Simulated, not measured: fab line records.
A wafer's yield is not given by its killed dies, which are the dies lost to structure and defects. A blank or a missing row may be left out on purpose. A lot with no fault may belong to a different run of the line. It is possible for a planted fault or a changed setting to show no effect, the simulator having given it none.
8D (eight disciplines) problem report, filled in by code || flow n5-finfet || the parts of the form that need people (team, actions taken, sign-off) are left out

1. THE ISSUE
Wafers without a fault read 836.0 W, standard deviation 2.6; rf-fwd-power-W at N5_BEOL_M2_ETCH_70 reads a mean of 634.5 W on 6 wafers belonging to 2 lots. That puts it -78 standard deviations away from the usual mean.
The step: etches SOC in N2/H2, target depth 80 nm, overetch 24 nm, time 130 s.
The first sign was on wafer L890.2 at day 9 00:04, on rie-diel-01. The record has a number at this step for 26 wafers belonging to 9 lots. By rule, "out" or "out of limits" means more than 4 standard deviations away from the usual mean. The other wafers with a number count as sound.

2. WHAT THIS IS AND IS NOT
{"question": "which readings at this step", "is": "rf-fwd-power-W, rf-vpp-V", "is not": "drypump-motor-current-A, oes-product-au, showerhead-plenum-p-Torr, throttle-valve-pct"}
{"question": "which lots", "is": "L890, L891", "is not": "L884, L886, L893, L897, L899, L903, L904"}
{"question": "which wafers of those lots", "is": "all that have a number", "is not": "-"}
{"question": "read on which tools", "is": "rie-diel-01", "is not": "rie-diel-04, rie-diel-05"}
{"question": "when", "is": "from day 9 00:04", "is not": "up to then (6 sound wafers); but 14 sound wafers of L893, L897, L899, L903, L904 came after"}

3. SUSPECTS, AND WHAT RULES EACH OUT
Counting: any tool at a process step up to the reading is kept as a suspect provided that every lot that is out went through it and no sound lot did after the first of them.
- ald-sin-03 at N5_BEOL_M2_ALD_98 (deposits SiO2, target thk 2.5 nm, pulse time 1 s, co reactant pulse time 1 s): ruled out as a lasting fault. Following L890 (day 8 17:10), the first lot on it that is out, the sound lots L903, L904 were run on it.
- rie-diel-01 at N5_BEOL_M2_ETCH_70 (etches SOC in N2/H2, target depth 80 nm, overetch 24 nm, time 130 s): ruled out as a lasting fault. Following L890 (day 9 00:04), the first lot on it that is out, the sound lots L904 were run on it.
Left after counting: nothing in the record.

4. THE CAUSE (what the simulator had put in)
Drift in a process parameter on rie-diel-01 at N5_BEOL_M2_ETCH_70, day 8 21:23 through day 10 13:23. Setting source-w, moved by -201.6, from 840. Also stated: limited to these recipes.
Counting ruled it out, wrongly.

5. THE EFFECT CHAIN, in route order
One row per reading whose mean, taken over the struck wafers that have a number, lies over 3 standard deviations from the usual. Scope: only readings with a usual standard deviation given in the record; hours: median across lots of the time from each lot's start at the first step in this table that gives one to its start at this step; sigmas: change in usual standard deviations.
{"hours": 0, "step": "N5_BEOL_M2_ETCH_70", "reading": "rf-fwd-power-W", "usual": "836.0 W", "on struck wafers": 634.5, "change": -201.5, "sigmas": -78}
{"hours": 0, "step": "N5_BEOL_M2_ETCH_70", "reading": "rf-vpp-V", "usual": "523.7 V", "on struck wafers": 572.3, "change": "+48.6", "sigmas": "+18"}
Its process steps:
- N5_BEOL_M2_ETCH_70: etches SOC in N2/H2, target depth 80 nm, overetch 24 nm, time 130 s.
Later measuring or inspecting steps at which every struck wafer that the step has a row for has a number for every such reading, and none has moved that far: N5_BEOL_M4_RC_MEAS_101.

6. WHAT WOULD HAVE CAUGHT IT SOONER
3 hours passed between the start of the fault at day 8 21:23 and the first reading out of limits in this record, taken at day 9 00:04.
